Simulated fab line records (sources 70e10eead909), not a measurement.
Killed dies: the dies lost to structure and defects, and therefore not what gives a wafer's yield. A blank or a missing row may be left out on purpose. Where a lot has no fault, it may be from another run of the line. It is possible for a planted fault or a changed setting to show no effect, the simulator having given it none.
fab line records	flow nand-harc
record lots=24	wafers=72	last-day=25
route steps=1159 shown A_CONTACT@963 A_BLC@993 A_M0@1007 A_M1@1039
lots untouched by any fault: they come from a run of this same line in which no faults occurred
start-h: hours from the record's opening day to when the first of the lot's shown wafers began	wait-h: time in hours since the lot's previous step	" repeats the value in the row above	L1.1+2: a single row standing in for several wafers	- either no value or no given start	* or withheld: withheld	< > ~ a bound
route shown NAME@n: names a module that has steps shown in the file, with the first one's number in the route	usual: mean/standard deviation of fault-free wafers	same: alike in all rows	chamber/n: place in a boat	sites: per-site readings	_std_site: the standard deviation of these	_edge_site: mean of outer sites minus mean of inner sites	radius-mm: for every site, how far away it sits from the centre of the wafer	mask NAME#n: copy n	behind: the last tool/chamber to shape the wafer	hold: why the lot was held/for how many hours/how that ended	device: whichever transistor did not switch (one of n, p or np)	end of line: at the end of the route, the tests of the same wafers	a step without rows: its recipe alone	killed: at the first sort, the dies lost to defects and structure; wafer yield is something else	map: shows each die of a wafer: x if killed, . if not, _ if none is there
set.NAME: the setting as run; set.NAME@STEP: as run at that earlier step	model.NAME: the simulator's own value behind a step, which no gauge read
route steps across a sampled set of lots; one table per step, one row per wafer
services: from which hour (start-h, from the record's first day; less than 0 if before it) a tool's chamber was out of use, for how many hours, and why
## steps
# step NHARC_A_CONTACT_INSPECT_23
# usual raw-defect-count=426/130
lot.wafer	tool	chamber	start-h	wait-h	raw-defect-count
L077.1	defect-inspect-01	-	404.36	0.1	434
L077.5	"	-	"	"	772
L077.6	"	-	"	"	449
L075.2	defect-inspect-01	-	404.90	0.1	476
L075.5	"	-	"	"	345
L075.6	"	-	"	"	375
L076.1	defect-inspect-01	-	407.42	0.1	477
L076.2	"	-	"	"	579
L076.5	"	-	"	"	615
L074.1	defect-inspect-01	-	408.09	0.1	376
L074.3	"	-	"	"	366
L074.4	"	-	"	"	527
L078.1	defect-inspect-01	-	411.38	0.1	392
L078.4	"	-	"	"	349
L078.5	"	-	"	"	333
L079.1	defect-inspect-02	-	415.71	0.1	269
L079.3	"	-	"	"	305
L079.5	"	-	"	"	291
L081.1	defect-inspect-01	-	426.27	0.1	307
L081.2	"	-	"	"	220
L081.4	"	-	"	"	409
L080.4	defect-inspect-02	-	427.05	0.1	410
L080.5	"	-	"	"	452
L080.6	"	-	"	"	317
L083.1	defect-inspect-02	-	451.43	0.1	384
L083.4	"	-	"	"	491
L083.5	"	-	"	"	389
L082.2	defect-inspect-02	-	455.37	0.1	634
L082.5	"	-	"	"	580
L082.6	"	-	"	"	682
L085.2	defect-inspect-01	-	457.23	0.1	434
L085.3	"	-	"	"	321
L085.6	"	-	"	"	360
L084.1	defect-inspect-02	-	465.10	0.1	363
L084.3	"	-	"	"	419
L084.6	"	-	"	"	330
L086.2	defect-inspect-02	-	466.29	0.1	452
L086.3	"	-	"	"	325
L086.4	"	-	"	"	376
L087.2	defect-inspect-02	-	471.95	0.1	240
L087.4	"	-	"	"	352
L087.5	"	-	"	"	328
L088.3	defect-inspect-01	-	475.23	0.1	731
L088.5	"	-	"	"	531
L088.6	"	-	"	"	858
L089.1	defect-inspect-02	-	494.60	0.1	273
L089.4	"	-	"	"	295
L089.6	"	-	"	"	255
L090.1	defect-inspect-02	-	495.33	0.1	439
L090.3	"	-	"	"	568
L090.6	"	-	"	"	542
L092.2	defect-inspect-01	-	497.10	0.1	429
L092.5	"	-	"	"	456
L092.6	"	-	"	"	622
L091.4	defect-inspect-02	-	497.25	0.1	346
L091.5	"	-	"	"	342
L091.6	"	-	"	"	319
L093.1	defect-inspect-02	-	505.85	0.1	347
L093.3	"	-	"	"	306
L093.5	"	-	"	"	752
L095.1	defect-inspect-02	-	519.89	0.1	438
L095.2	"	-	"	"	500
L095.6	"	-	"	"	277
L096.4	defect-inspect-02	-	520.66	0.1	333
L096.5	"	-	"	"	268
L096.6	"	-	"	"	308
L094.2	defect-inspect-02	-	521.11	0.1	471
L094.3	"	-	"	"	459
L094.4	"	-	"	"	466
L097.2	defect-inspect-02	-	531.45	0.1	353
L097.5	"	-	"	"	355
L097.6	"	-	"	"	393
# step NHARC_A_BLC_INSPECT_28
# usual raw-defect-count=438/130
lot.wafer	tool	chamber	start-h	wait-h	raw-defect-count
L077.1	defect-inspect-01	-	407.87	0.1	497
L077.5	"	-	"	"	739
L077.6	"	-	"	"	499
L075.2	defect-inspect-02	-	408.80	0.1	544
L075.5	"	-	"	"	408
L075.6	"	-	"	"	601
L076.1	defect-inspect-02	-	410.95	0.1	285
L076.2	"	-	"	"	568
L076.5	"	-	"	"	413
L074.1	defect-inspect-02	-	411.78	0.1	551
L074.3	"	-	"	"	466
L074.4	"	-	"	"	391
L078.1	defect-inspect-02	-	415.41	0.1	311
L078.4	"	-	"	"	448
L078.5	"	-	"	"	367
L079.1	defect-inspect-02	-	423.01	0.1	293
L079.3	"	-	"	"	364
L079.5	"	-	"	"	479
L081.1	defect-inspect-02	-	429.79	0.1	368
L081.2	"	-	"	"	493
L081.4	"	-	"	"	557
L080.4	defect-inspect-01	-	430.57	0.1	611
L080.5	"	-	"	"	448
L080.6	"	-	"	"	468
L083.1	defect-inspect-01	-	455.45	0.1	373
L083.4	"	-	"	"	352
L083.5	"	-	"	"	356
L082.2	defect-inspect-02	-	461.26	0.1	447
L082.5	"	-	"	"	384
L082.6	"	-	"	"	350
L085.2	defect-inspect-02	-	465.47	0.1	467
L085.3	"	-	"	"	401
L085.6	"	-	"	"	284
L084.1	defect-inspect-01	-	471.20	0.1	209
L084.3	"	-	"	"	254
L084.6	"	-	"	"	469
L086.2	defect-inspect-01	-	471.64	0.1	312
L086.3	"	-	"	"	376
L086.4	"	-	"	"	385
L087.2	defect-inspect-02	-	476.15	0.1	306
L087.4	"	-	"	"	338
L087.5	"	-	"	"	564
L088.3	defect-inspect-02	-	479.21	0.1	688
L088.5	"	-	"	"	551
L088.6	"	-	"	"	585
L089.1	defect-inspect-02	-	498.24	0.1	400
L089.4	"	-	"	"	407
L089.6	"	-	"	"	375
L090.1	defect-inspect-02	-	498.98	0.1	382
L090.3	"	-	"	"	365
L090.6	"	-	"	"	477
L092.2	defect-inspect-02	-	500.76	0.1	411
L092.5	"	-	"	"	446
L092.6	"	-	"	"	507
L091.4	defect-inspect-02	-	500.93	0.1	415
L091.5	"	-	"	"	490
L091.6	"	-	"	"	398
L093.1	defect-inspect-01	-	509.57	0.1	305
L093.3	"	-	"	"	343
L093.5	"	-	"	"	329
L095.1	defect-inspect-01	-	523.45	0.1	265
L095.2	"	-	"	"	404
L095.6	"	-	"	"	369
L096.4	defect-inspect-01	-	527.19	0.1	497
L096.5	"	-	"	"	727
L096.6	"	-	"	"	523
L094.2	defect-inspect-01	-	530.51	0.1	452
L094.3	"	-	"	"	736
L094.4	"	-	"	"	555
L097.2	defect-inspect-01	-	535.56	0.1	315
L097.5	"	-	"	"	330
L097.6	"	-	"	"	408
# step NHARC_A_M0_DESCUM_14
# recipe time-s=3	o2-flow-sccm=200	ar-flow-sccm=0	bias-power-w=0	chemistry=O2
# usual drypump-motor-current-A=5.9/0.46	mfc-ar-sccm=0.013/0.013	oes-product-au=0.998/0.0094	rf-vpp-V=58.0/0.79	showerhead-plenum-p-Torr=1.94/0.062	throttle-valve-pct=11.311/0.0088
lot.wafer	tool	chamber	start-h	wait-h	drypump-motor-current-A	mfc-ar-sccm	oes-product-au	rf-hours-counter-h	rf-vpp-V	showerhead-plenum-p-Torr	throttle-valve-pct
L077.1	rie-diel-13	2	408.84	0.1	6.5	0	1.005	10	57.4	1.84	11.310
L077.5	"	1	"	"	5.4	0.001	0.980	-	58.0	1.97	11.321
L077.6	"	2	"	"	6.5	0	1.001	-	58.5	1.84	11.294
L075.2	rie-diel-13	0	409.92	0.1	5.3	0	0.993	10	58.9	1.95	11.315
L075.6	"	2	"	"	6.5	0	1.011	-	57.9	1.84	11.318
L075.5	"	0	"	"	5.2	0	1.007	-	58.4	1.95	11.303
L076.1	rie-diel-11	0	412.05	0.1	6.0	0.043	0.990	1	59.6	1.97	11.321
L076.2	"	1	"	"	6.1	0.017	0.989	1	57.5	1.93	11.309
L076.5	"	1	"	"	6.1	0.017	0.977	-	58.3	1.93	11.296
L074.3	rie-diel-11	1	412.75	0.1	6.1	0.017	0.991	1	58.0	1.93	11.322
L074.1	"	2	"	"	6.5	0.014	1.017	1	58.2	1.90	11.303
L074.4	"	0	"	"	6.0	0.043	1.005	1	57.5	1.97	11.323
L078.4	rie-diel-11	1	416.49	0.1	6.1	0.017	0.988	1	58.5	1.93	11.305
L078.1	"	2	"	"	6.5	0.014	1.020	1	58.2	1.90	11.302
L078.5	"	1	"	"	6.1	0.017	0.982	-	57.8	1.93	11.319
L079.3	rie-diel-11	0	423.98	0.1	6.0	0.043	0.993	2	59.2	1.97	11.303
L079.1	"	2	"	"	6.6	0.014	1.008	2	58.0	1.90	11.308
L079.5	"	3	"	"	5.8	0.025	1.002	-	56.8	1.97	11.308
L081.4	rie-diel-01	0	430.87	0.1	6.1	0	0.992	8	56.5	1.81	11.307
L081.2	"	1	"	"	6.1	0.004	1.005	8	59.0	2.04	11.311
L081.1	"	2	"	"	5.9	0.004	0.995	6	58.1	1.99	11.320
L080.4	rie-diel-01	0	431.68	0.1	6.1	0	0.997	8	57.9	1.81	11.307
L080.5	"	2	"	"	5.9	0.004	1.016	-	58.0	1.99	11.323
L080.6	"	3	"	"	5.6	0.019	0.986	-	57.3	1.94	11.316
L083.4	rie-diel-01	2	456.58	0.1	5.9	0.004	0.983	9	58.4	1.99	11.312
L083.1	"	3	"	"	5.6	0.019	0.982	10	58.7	1.94	11.319
L083.5	"	0	"	"	6.1	0	0.986	-	58.4	1.80	11.311
L082.2	rie-diel-13	2	462.37	0.1	6.5	0	1.010	0	58.0	1.84	11.302
L082.5	"	3	"	"	4.8	0.027	1.010	-	57.3	2.00	11.303
L082.6	"	0	"	"	5.3	0	0.994	-	58.2	1.95	11.300
L085.3	rie-diel-11	3	466.48	0.1	5.8	0.025	0.990	5	58.7	1.97	11.308
L085.2	"	0	"	"	6.0	0.043	0.984	5	60.3	1.97	11.319
L085.6	"	2	"	"	6.6	0.014	1.009	-	57.3	1.90	11.315
L084.1	rie-diel-13	3	472.29	0.1	4.8	0.027	1.005	0	57.9	2.00	11.306
L084.3	"	2	"	"	6.5	0	0.995	0	57.2	1.84	11.294
L084.6	"	2	"	"	6.5	0	0.998	-	57.0	1.84	11.309
L086.3	rie-diel-11	1	472.86	0.1	6.1	0.017	1.000	4	57.9	1.93	11.312
L086.2	"	2	"	"	6.5	0.014	1.013	4	57.7	1.90	11.311
L086.4	"	0	"	"	6.0	0.043	0.997	5	57.8	1.97	11.297
L087.4	rie-diel-01	3	478.10	0.1	5.6	0.019	0.995	13	58.6	1.94	11.313
L087.2	"	0	"	"	6.1	0	0.995	13	58.1	1.80	11.300
L087.5	"	0	"	"	6.1	0	0.993	-	57.1	1.80	11.321
L088.3	rie-diel-01	3	480.19	0.1	5.6	0.019	0.997	13	58.4	1.94	11.321
L088.6	"	1	"	"	6.1	0.004	1.018	-	59.1	2.03	11.291
L088.5	"	2	"	"	5.9	0.004	0.993	-	57.5	1.99	11.327
L089.1	rie-diel-11	0	499.22	0.1	6.0	0.043	0.999	6	58.4	1.97	11.318
L089.4	"	3	"	"	5.8	0.025	0.998	-	56.1	1.96	11.301
L089.6	"	0	"	"	6.0	0.043	1.007	-	59.1	1.97	11.311
L090.1	rie-diel-11	3	500.07	0.1	5.8	0.025	0.995	7	58.5	1.96	11.326
L090.3	"	2	"	"	6.5	0.014	1.016	6	59.1	1.90	11.308
L090.6	"	0	"	"	6.0	0.043	0.995	-	56.1	1.97	11.299
L092.2	rie-diel-13	3	501.88	0.1	4.8	0.027	0.992	3	58.8	1.99	11.319
L092.5	"	0	"	"	5.2	0	0.998	-	58.4	1.94	11.307
L092.6	"	1	"	"	5.4	0.001	1.004	-	56.8	1.97	11.307
L091.4	rie-diel-01	2	502.11	0.1	6.0	0.004	0.986	0	57.2	1.99	11.321
L091.6	"	1	"	"	6.1	0.004	1.009	-	58.6	2.03	11.320
L091.5	"	2	"	"	5.9	0.004	0.989	-	57.2	1.99	11.314
L093.1	rie-diel-01	3	510.97	0.1	5.6	0.019	0.983	1	57.0	1.94	11.309
L093.3	"	0	"	"	6.0	0	0.993	1	57.4	1.80	11.302
L093.5	"	0	"	"	6.1	0	0.999	-	57.3	1.80	11.308
L095.1	rie-diel-01	0	524.41	0.1	6.1	0	0.997	2	57.3	1.80	11.313
L095.2	"	2	"	"	6.0	0.004	0.983	1	57.5	1.99	11.307
L095.6	"	0	"	"	6.0	0	0.991	-	57.1	1.80	11.298
L096.4	rie-diel-13	0	528.30	0.1	5.2	0	0.989	6	59.2	1.94	11.317
L096.6	"	1	"	"	5.4	0.001	0.998	-	58.0	1.97	11.304
L096.5	"	2	"	"	6.5	0	1.008	-	57.0	1.84	11.323
L094.3	rie-diel-13	3	531.59	0.1	4.8	0.027	0.995	5	57.6	1.99	11.316
L094.2	"	1	"	"	5.4	0.001	0.998	5	58.4	1.97	11.296
L094.4	"	2	"	"	6.5	0	1.004	4	58.6	1.84	11.319
L097.2	rie-diel-11	0	536.68	0.1	6.0	0.043	0.997	10	59.3	1.97	11.318
L097.6	"	3	"	"	5.8	0.025	0.999	-	58.9	1.96	11.329
L097.5	"	0	"	"	6.0	0.043	0.985	-	57.7	1.97	11.315
# step NHARC_A_M1_DESCUM_14
# recipe time-s=3	o2-flow-sccm=200	ar-flow-sccm=0	bias-power-w=0	chemistry=O2
# usual drypump-motor-current-A=5.6/0.48	mfc-ar-sccm=0.008/0.0099	oes-product-au=0.994/0.0092	rf-vpp-V=58.1/0.95	showerhead-plenum-p-Torr=1.97/0.057	throttle-valve-pct=11.312/0.0094
lot.wafer	tool	chamber	start-h	wait-h	drypump-motor-current-A	mfc-ar-sccm	oes-product-au	rf-hours-counter-h	rf-vpp-V	showerhead-plenum-p-Torr	throttle-valve-pct
L077.1	rie-diel-08	1	413.05	0.1	5.8	0.029	0.984	6.3	56.6	1.99	11.310
L077.5	"	0	"	"	5.5	0	1.006	-	56.9	2.04	11.295
L077.6	"	1	"	"	5.8	0.029	0.993	-	58.4	1.99	11.299
L075.2	rie-diel-04	1	413.95	0.1	6.4	0.017	0.979	3.5	56.3	1.89	11.316
L075.5	"	1	"	"	6.4	0.017	0.982	-	57.8	1.89	11.332
L075.6	"	2	"	"	4.9	0	0.995	-	59.0	2.01	11.308
L076.1	rie-diel-07	3	416.22	0.1	6.3	0.005	0.989	0.1	59.2	1.91	11.320
L076.2	"	1	"	"	5.2	0	0.986	0.0	58.8	2.05	11.314
L076.5	"	3	"	"	6.3	0.005	1.002	-	58.4	1.91	11.293
L074.3	rie-diel-04	1	416.81	0.1	6.4	0.017	0.986	3.6	56.7	1.89	11.329
L074.1	"	2	"	"	4.9	0	0.997	2.2	58.0	2.01	11.316
L074.4	"	0	"	"	6.1	0	1.004	3.3	58.1	1.87	11.303
L078.4	rie-diel-08	3	420.96	0.1	6.2	0.008	0.994	7.1	57.4	1.95	11.302
L078.1	"	2	"	"	5.3	0.012	1.001	6.7	58.3	1.97	11.316
L078.5	"	3	"	"	6.2	0.008	0.988	-	58.0	1.95	11.331
L079.3	rie-diel-08	0	428.35	0.1	5.5	0	0.976	7.6	58.6	2.04	11.304
L079.1	"	1	"	"	5.8	0.029	0.980	7.2	58.0	1.99	11.310
L079.5	"	3	"	"	6.2	0.008	0.982	-	58.1	1.95	11.317
L081.1	rie-diel-08	0	434.87	0.1	5.5	0	0.984	7.7	60.0	2.04	11.319
L081.4	"	1	"	"	5.8	0.029	0.975	7.4	58.3	1.99	11.304
L081.2	"	2	"	"	5.3	0.012	1.003	7.6	59.2	1.97	11.312
L080.4	rie-diel-04	1	435.80	0.1	6.4	0.017	0.993	4.1	54.8	1.89	11.312
L080.6	"	2	"	"	4.9	0	0.999	-	58.6	2.01	11.311
L080.5	"	3	"	"	5.3	0	1.001	-	58.0	2.02	11.313
L083.4	rie-diel-08	0	460.63	0.1	5.5	0	0.993	8.6	59.2	2.04	11.299
L083.1	"	3	"	"	6.2	0.008	0.997	9.0	57.1	1.95	11.307
L083.5	"	1	"	"	5.8	0.029	0.993	-	57.7	1.99	11.312
L082.2	rie-diel-07	2	466.45	0.1	5.6	0.024	1.000	3.9	58.6	1.95	11.320
L082.5	"	2	"	"	5.6	0.024	0.994	-	57.3	1.95	11.303
L082.6	"	3	"	"	6.3	0.005	0.991	-	58.0	1.91	11.318
L085.3	rie-diel-07	2	470.59	0.1	5.6	0.024	1.006	4.5	57.6	1.95	11.302
L085.2	"	3	"	"	6.3	0.005	1.002	4.5	59.0	1.91	11.308
L085.6	"	2	"	"	5.6	0.024	0.989	-	57.9	1.95	11.333
L084.1	rie-diel-04	3	476.92	0.1	5.4	0	0.996	0	58.5	2.02	11.312
L084.3	"	2	"	"	4.9	0	0.995	0	58.6	2.01	11.326
L084.6	"	0	"	"	6.1	0	1.006	-	58.0	1.87	11.323
L086.2	rie-diel-07	0	477.92	0.1	5.4	0	1.008	4.6	56.9	1.94	11.295
L086.3	"	1	"	"	5.2	0	0.985	4.4	58.8	2.05	11.317
L086.4	"	3	"	"	6.3	0.005	0.994	4.7	57.4	1.91	11.322
L087.2	rie-diel-07	0	482.54	0.1	5.4	0	0.997	5.2	58.6	1.94	11.307
L087.4	"	2	"	"	5.6	0.024	0.995	5.5	57.7	1.95	11.299
L087.5	"	0	"	"	5.4	0	1.000	-	57.5	1.94	11.324
L088.3	rie-diel-07	3	484.24	0.1	6.3	0.005	0.996	5.5	56.7	1.91	11.314
L088.6	"	1	"	"	5.2	0	0.984	-	57.7	2.04	11.319
L088.5	"	2	"	"	5.6	0.024	1.005	-	58.5	1.95	11.321
L089.1	rie-diel-04	0	503.38	0.1	6.1	0	1.000	0.9	57.2	1.87	11.315
L089.4	"	1	"	"	6.4	0.017	0.975	0.8	56.1	1.89	11.308
L089.6	"	0	"	"	6.1	0	0.988	-	58.2	1.87	11.324
L090.1	rie-diel-08	0	504.11	0.1	5.5	0	0.998	2.1	57.5	2.04	11.319
L090.3	"	2	"	"	5.3	0.012	0.990	1.5	58.7	1.97	11.305
L090.6	"	0	"	"	5.5	0	0.984	-	58.3	2.04	11.315
L092.2	rie-diel-04	2	506.08	0.1	4.9	0	0.999	0.9	57.0	2.01	11.314
L092.5	"	2	"	"	4.9	0	0.996	-	58.5	2.01	11.322
L092.6	"	3	"	"	5.3	0	0.990	-	57.1	2.02	11.315
L091.4	rie-diel-04	3	506.72	0.1	5.3	0	0.999	1.1	58.5	2.02	11.298
L091.5	"	2	"	"	4.9	0	1.002	-	57.8	2.01	11.305
L091.6	"	3	"	"	5.3	0	0.997	-	59.5	2.02	11.307
L093.1	rie-diel-08	3	515.05	0.1	6.2	0.008	1.005	2.1	57.3	1.95	11.310
L093.3	"	1	"	"	5.8	0.029	0.991	2.4	58.5	1.99	11.322
L093.5	"	3	"	"	6.2	0.008	0.998	-	58.7	1.95	11.309
L095.1	rie-diel-07	1	528.53	0.1	5.2	0	0.992	8.1	56.3	2.04	11.306
L095.2	"	3	"	"	6.3	0.005	0.995	9.2	59.4	1.91	11.326
L095.6	"	1	"	"	5.2	0	1.000	-	58.6	2.04	11.309
L096.4	rie-diel-08	0	532.77	0.1	5.5	0	0.994	3.2	58.5	2.04	11.311
L096.6	"	1	"	"	5.8	0.029	0.996	-	59.5	1.99	11.315
L096.5	"	2	"	"	5.3	0.012	1.007	-	56.4	1.97	11.309
L094.4	rie-diel-04	2	535.65	0.1	4.9	0	1.001	1.4	57.6	2.01	11.315
L094.3	"	3	"	"	5.3	0	0.997	1.5	58.1	2.02	11.298
L094.2	"	0	"	"	6.1	0	0.997	1.5	56.1	1.87	11.325
L097.2	rie-diel-04	0	540.89	0.1	6.1	0	1.006	1.7	57.3	1.87	11.309
L097.5	"	1	"	"	6.4	0.017	0.988	-	58.5	1.89	11.309
L097.6	"	2	"	"	4.9	0	1.002	-	58.9	2.01	11.325
# step NHARC_A_M1_INSPECT_27
# usual raw-defect-count=444/100
lot.wafer	tool	chamber	start-h	wait-h	raw-defect-count
L077.1	defect-inspect-01	-	415.74	0.0	383
L077.5	"	-	"	"	508
L077.6	"	-	"	"	482
L075.2	defect-inspect-02	-	416.62	0.0	366
L075.5	"	-	"	"	392
L075.6	"	-	"	"	432
L076.1	defect-inspect-01	-	418.83	0.0	411
L076.2	"	-	"	"	452
L076.5	"	-	"	"	501
L074.1	defect-inspect-01	-	419.42	0.0	417
L074.3	"	-	"	"	383
L074.4	"	-	"	"	328
L078.1	defect-inspect-02	-	423.59	0.0	617
L078.4	"	-	"	"	553
L078.5	"	-	"	"	390
L079.1	defect-inspect-01	-	430.90	0.0	442
L079.3	"	-	"	"	521
L079.5	"	-	"	"	507
L081.1	defect-inspect-01	-	437.55	0.0	414
L081.2	"	-	"	"	317
L081.4	"	-	"	"	493
L080.4	defect-inspect-01	-	438.40	0.0	406
L080.5	"	-	"	"	369
L080.6	"	-	"	"	434
L083.1	defect-inspect-01	-	463.19	0.0	383
L083.4	"	-	"	"	393
L083.5	"	-	"	"	547
L082.2	defect-inspect-01	-	469.12	0.0	570
L082.5	"	-	"	"	599
L082.6	"	-	"	"	518
L085.2	defect-inspect-02	-	473.15	0.0	375
L085.3	"	-	"	"	379
L085.6	"	-	"	"	345
L084.1	defect-inspect-01	-	479.51	0.0	481
L084.3	"	-	"	"	264
L084.6	"	-	"	"	402
L086.2	defect-inspect-01	-	480.53	0.0	518
L086.3	"	-	"	"	413
L086.4	"	-	"	"	399
L087.2	defect-inspect-02	-	485.51	0.0	389
L087.4	"	-	"	"	541
L087.5	"	-	"	"	351
L088.3	defect-inspect-02	-	487.10	0.0	568
L088.5	"	-	"	"	363
L088.6	"	-	"	"	425
L089.1	defect-inspect-01	-	506.42	0.0	392
L089.4	"	-	"	"	430
L089.6	"	-	"	"	434
L090.1	defect-inspect-01	-	507.03	0.0	316
L090.3	"	-	"	"	502
L090.6	"	-	"	"	358
L092.2	defect-inspect-02	-	508.72	0.0	774
L092.5	"	-	"	"	451
L092.6	"	-	"	"	783
L091.4	defect-inspect-02	-	509.39	0.0	395
L091.5	"	-	"	"	544
L091.6	"	-	"	"	551
L093.1	defect-inspect-02	-	517.64	0.1	308
L093.3	"	-	"	"	427
L093.5	"	-	"	"	474
L095.1	defect-inspect-01	-	531.12	0.0	333
L095.2	"	-	"	"	327
L095.6	"	-	"	"	347
L096.4	defect-inspect-01	-	535.41	0.0	487
L096.5	"	-	"	"	380
L096.6	"	-	"	"	455
L094.2	defect-inspect-01	-	538.22	0.0	428
L094.3	"	-	"	"	395
L094.4	"	-	"	"	400
L097.2	defect-inspect-02	-	543.49	0.0	364
L097.5	"	-	"	"	388
L097.6	"	-	"	"	354
# step NHARC_A_M1_PRE_CLEAN_32
# recipe time-s=12	temp-c=370	rf-power-w=300	gas=NH3
# usual heater-power-w=657/81
lot.wafer	tool	chamber	start-h	wait-h	heater-power-w
L077.1	pecvd-04	2	415.84	0.1	771
L077.6	"	0	"	"	596
L077.5	"	2	"	"	776
L075.2	pecvd-04	2	416.69	0.1	787
L075.5	"	2	"	"	812
L075.6	"	1	"	"	602
L076.1	pecvd-04	2	419.04	0.2	821
L076.2	"	1	"	"	615
L076.5	"	0	"	"	580
L074.1	pecvd-04	2	419.73	0.3	803
L074.3	"	0	"	"	522
L074.4	"	2	"	"	786
L078.1	pecvd-02	2	423.67	0.1	518
L078.4	"	1	"	"	786
L078.5	"	0	"	"	633
L079.3	pecvd-02	1	430.98	0.1	770
L079.1	"	2	"	"	586
L079.5	"	1	"	"	799
L081.2	pecvd-01	1	437.62	0.1	658
L081.1	"	0	"	"	647
L081.4	"	2	"	"	605
L080.4	pecvd-04	1	438.77	0.4	615
L080.5	"	2	"	"	768
L080.6	"	0	"	"	590
L083.1	pecvd-04	2	463.29	0.1	769
L083.4	"	0	"	"	549
L083.5	"	2	"	"	734
L082.2	pecvd-02	1	469.19	0.1	773
L082.5	"	2	"	"	590
L082.6	"	0	"	"	651
L085.3	pecvd-02	2	473.23	0.1	571
L085.2	"	0	"	"	571
L085.6	"	1	"	"	693
L084.3	pecvd-01	0	479.59	0.1	687
L084.1	"	1	"	"	617
L084.6	"	0	"	"	671
L086.3	pecvd-02	2	480.61	0.1	515
L086.2	"	0	"	"	649
L086.4	"	2	"	"	503
L087.2	pecvd-02	2	485.58	0.1	567
L087.5	"	0	"	"	643
L087.4	"	1	"	"	671
L088.3	pecvd-02	2	487.32	0.2	607
L088.6	"	2	"	"	621
L088.5	"	0	"	"	664
L089.1	pecvd-04	2	506.48	0.1	787
L089.6	"	2	"	"	792
L089.4	"	1	"	"	685
L090.1	pecvd-01	1	507.23	0.2	661
L090.3	"	2	"	"	648
L090.6	"	1	"	"	667
L092.2	pecvd-02	1	508.82	0.1	672
L092.5	"	2	"	"	576
L092.6	"	0	"	"	577
L091.6	pecvd-02	0	509.63	0.2	652
L091.4	"	1	"	"	754
L091.5	"	2	"	"	593
L093.3	pecvd-04	0	518.56	0.9	618
L093.1	"	1	"	"	667
L093.5	"	0	"	"	618
L095.2	pecvd-01	2	531.39	0.3	559
L095.1	"	1	"	"	708
L095.6	"	0	"	"	719
L096.5	pecvd-04	0	535.51	0.1	605
L096.4	"	1	"	"	655
L096.6	"	2	"	"	777
L094.2	pecvd-04	0	538.29	0.1	590
L094.3	"	1	"	"	635
L094.4	"	2	"	"	806
L097.2	pecvd-04	0	543.56	0.1	521
L097.6	"	0	"	"	528
L097.5	"	2	"	"	745
## services
tool	chamber	start-h	hours	kind
rie-diel-13	3	386.13	44.7	repair
rie-diel-13	0	392.15	6.9	repair
rie-diel-01	2	395.12	9.2	repair
rie-diel-07	-	405.87	9.0	pm
rie-diel-11	2	408.79	3.9	repair
rie-diel-01	2	416.40	4.7	repair
rie-diel-01	-	416.71	0.8	repair
rie-diel-07	1	418.10	3.7	repair
rie-diel-01	-	420.57	4.6	repair
rie-diel-13	2	430.34	10.0	repair
pecvd-04	1	432.72	5.4	repair
rie-diel-08	0	442.01	2.8	repair
rie-diel-04	0	445.48	3.4	repair
rie-diel-04	-	465.90	9.0	pm
rie-diel-08	-	478.80	9.0	pm
rie-diel-11	0	484.65	2.8	repair
rie-diel-01	-	490.44	0.9	repair
rie-diel-01	-	491.81	9.0	pm
pecvd-02	-	493.03	0.6	repair
rie-diel-04	-	494.56	0.9	repair
rie-diel-11	1	495.22	5.8	repair
rie-diel-11	-	505.03	1.0	repair
pecvd-02	-	515.00	13.0	pm
rie-diel-01	2	520.80	3.5	repair
## key
fault none
